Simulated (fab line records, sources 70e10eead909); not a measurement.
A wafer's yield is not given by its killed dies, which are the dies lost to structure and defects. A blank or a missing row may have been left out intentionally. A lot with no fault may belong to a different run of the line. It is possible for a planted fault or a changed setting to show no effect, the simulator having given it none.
Which tool did it?    flow nand_harc    at 1 step of a route of 1159, 24 lots with 72 wafers sampled

## WHAT THE GAUGES SHOWED, per wafer
NHARC_A_CONTACT_OVL_MEAS_70. Usual: overlay_x_nm 0.0 nm, standard deviation 0.84; overlay_y_nm -0.3 nm, standard deviation 0.87.
lot   measured      on          overlay_x_nm (nm)  overlay_y_nm (nm)  flag
L074  day 16 20:32  overlay-02  0.1 -0.1 -0.1      -0.1 -0.2 -0.4     
L076  day 17 01:37  overlay-02  0.4 0.1 -0.4       -0.7 0.0 -0.5      
L075  day 17 04:25  overlay-02  -1.3 -1.5 -1.7     0.5 0.8 0.4        
L077  day 17 20:31  overlay-01  -0.5 -0.4 -0.6     0.2 0.2 0.6        
L079  day 17 22:56  overlay-02  0.2 0.3 0.1        0.3 0.3 0.4        
L078  day 18 02:10  overlay-01  0.4 -0.3 -0.2      0.1 0.1 -0.1       
L082  day 18 16:14  overlay-01  -1.4 -1.5 -2.2     -1.8 -1.5 -1.4     
L081  day 18 18:13  overlay-01  0.2 0.0 0.3        0.2 0.5 0.2        
L080  day 18 22:24  overlay-01  0.3 0.8 0.4        -0.5 -0.4 -0.6     
L083  day 19 01:23  overlay-02  0.5 0.5 0.4        -1.2 -1.0 -0.6     
L084  day 19 04:35  overlay-01  -0.9 -0.4 -0.6     1.2 0.4 0.5        
L087  day 19 13:32  overlay-01  -0.5 -0.8 -0.1     -1.1 -1.5 -1.0     
L088  day 19 14:22  overlay-02  -0.8 0.4 -0.1      0.4 0.8 0.3        
L086  day 19 19:12  overlay-02  2.0 1.4 1.8        -0.4 -1.4 -0.7     
L085  day 20 00:16  overlay-02  0.8 1.1 0.0        -0.8 -0.4 -1.1     
L089  day 20 05:07  overlay-01  0.5 0.5 0.7        -0.6 -0.4 0.0      
L090  day 20 10:40  overlay-02  -1.5 -1.1 -0.6     0.6 0.6 0.1        
L091  day 20 10:50  overlay-01  1.2 1.4 1.3        0.6 0.4 0.4        
L092  day 20 20:31  overlay-01  0.1 0.1 0.8        -0.4 0.1 -0.2      
L093  day 21 08:08  overlay-02  0.1 0.3 0.0        -2.0 -2.6 -2.3     
L094  day 21 09:22  overlay-01  -0.1 0.0 0.0       -1.7 -1.3 -1.4     
L095  day 21 13:08  overlay-01  0.0 0.4 0.3        -0.2 0.1 0.4       
L096  day 21 14:11  overlay-02  -1.6 -1.4 -1.2     1.4 1.3 1.1        
L097  day 22 21:26  overlay-02  0.5 0.6 0.7        0.5 0.0 0.3        

## EACH LOT AND THE TOOL THAT RAN IT (in order: tool; ch and the chambers of the sampled wafers; start)
There is no process step in the record ahead of these readings.

## AS READ BY THE TOOLS THEMSELVES (means over the sampled wafers that have a number; for cases with no such wafer, the mark the record gives instead)
The record holds no such reading with a usual standard deviation.

## THE ANSWER, worked out from the rows above alone
Rule: take the mean of a lot's wafers that have a number; if it is more than 3 standard deviations from the usual mean, the lot is off. A lot without any number at a reading at which 4 lots or more have one is off too. All remaining lots with rows at the step are treated as sound. After the gauges, taken in route order, come the tools' own readings; for these a lot's mean is taken, as printed above. At the first step where some lot is off, the reading lying furthest off is the one used; lots without a number count as furthest.
None of the lots is off at any reading shown; this tells nothing.

## WHAT THE SIMULATOR HAD PUT IN
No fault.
